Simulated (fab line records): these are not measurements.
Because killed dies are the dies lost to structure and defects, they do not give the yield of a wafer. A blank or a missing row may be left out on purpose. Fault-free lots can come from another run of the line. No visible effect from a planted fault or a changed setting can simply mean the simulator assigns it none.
Chamber matching    flow nand-harc    rie-diel-03 running NHARC_A_STAIRCASE_ETCH_292: 4 sister chambers
The step etches the open film in CF4/CHF3. 4 wafers are shown with their chamber, then 12 later ones without.

## EACH WAFER AND ITS CHAMBER
wafer   chamber  showerhead-plenum-p-Torr (Torr)
L089.5  1        1.54
L091.1  0        1.55
L091.2  3        1.63
L091.4  2        1.66

## WAFERS WHOSE CHAMBER IS MISSING
wafer   showerhead-plenum-p-Torr (Torr)
L090.3  1.66
L090.4  1.53
L090.6  1.65
L094.1  1.65
L094.2  1.63
L094.3  1.54
L093.4  1.63
L093.5  1.54
L093.6  1.63
L097.2  1.54
L097.3  1.53
L097.5  1.53

## WHICH CHAMBER EACH ONE RAN IN
wafer   from the rows above      in truth
L090.3  2                        2
L090.4  can't be placed: 1 or 0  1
L090.6  can't be placed: 2 or 3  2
L094.1  can't be placed: 2 or 3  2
L094.2  3                        3
L094.3  can't be placed: 1 or 0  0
L093.4  3                        3
L093.5  can't be placed: 1 or 0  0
L093.6  3                        3
L097.2  can't be placed: 1 or 0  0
L097.3  can't be placed: 1 or 0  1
L097.5  can't be placed: 1 or 0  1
Placed correctly: 4 of 12. These rows do not allow placing 8 (true chamber among the candidates in 8). Number placed wrongly: 0.
How it was worked out, from the rows above alone: a wafer's distance from a chamber is the root of the sum, over the readings, of the square of ((its reading less the chamber's mean) divided by the reading's scatter). The wafer belongs to the nearest chamber; if the next one is less than 2 further off, it can't be placed. Each chamber's mean is taken over the wafers shown for it. The scatter: with one shown wafer a chamber, the root of the mean of the squares of how far each hidden wafer lies from its nearest shown one.
